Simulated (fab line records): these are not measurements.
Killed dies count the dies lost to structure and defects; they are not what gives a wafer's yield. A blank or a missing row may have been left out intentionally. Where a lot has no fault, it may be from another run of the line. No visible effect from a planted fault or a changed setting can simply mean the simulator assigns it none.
Which tool did it? :: flow n5-finfet :: 36 wafers sampled from 12 lots at 1 step of a route of 1938

== WHAT THE GAUGES SHOWED, per wafer ==
N5_BEOL_M0_SAQP_CD_MEAS_14 targets a cd of 42.5 nm.
lot: L075
measured: day 5 22:46
on: cd-sem-01
cd-nm (nm): 42.0 42.2 42.5

lot: L077
measured: day 6 08:59
on: cd-sem-02
cd-nm (nm): 42.1 42.7 42.3

lot: L079
measured: day 6 23:35
on: cd-sem-01
cd-nm (nm): 42.6 42.9 43.0

lot: L081
measured: day 7 06:47
on: cd-sem-02
cd-nm (nm): 42.8 42.7 42.4

lot: L083
measured: day 7 21:47
on: cd-sem-01
cd-nm (nm): 42.6 42.5 42.3

lot: L085
measured: day 8 22:41
on: cd-sem-01
cd-nm (nm): 42.3 42.4 42.4

lot: L087
measured: day 9 04:04
on: cd-sem-03
cd-nm (nm): 42.2 42.6 42.2

lot: L089
measured: day 9 07:20
on: cd-sem-02
cd-nm (nm): 42.0 42.5 42.4

lot: L091
measured: day 9 17:08
on: cd-sem-02
cd-nm (nm): 42.0 41.7 42.2

lot: L093
measured: day 10 04:38
on: cd-sem-02
cd-nm (nm): 43.0 42.8 42.3

lot: L095
measured: day 10 21:54
on: cd-sem-02
cd-nm (nm): 42.0 42.4 42.3

lot: L097
measured: day 11 11:53
on: cd-sem-02
cd-nm (nm): 42.5 42.2 42.5

== TOOL THAT RAN EACH LOT (tool first, then ch and the chambers of the sampled wafers, then the start) ==
There is no process step in the record ahead of these readings.

== THE ANSWER, worked out from the rows above alone ==
Rule: usual is defined by the lots themselves. Put in order of their means at a reading, lots are off if they are a third of the lots or fewer, leave a main group of 4 or more, and stand apart from it by a gap of 3 or more times the standard deviation of the main group's means; of several such gaps the widest counts. The tables above print the reading to a certain number of digits; a main group whose means all agree to those digits is not used. Also off: a lot with no number at a reading for which 4 or more lots have one. The other lots that the step has rows for count as sound.
None of the lots is off at any reading shown; this tells nothing.

== WHAT THE SIMULATOR HAD PUT IN ==
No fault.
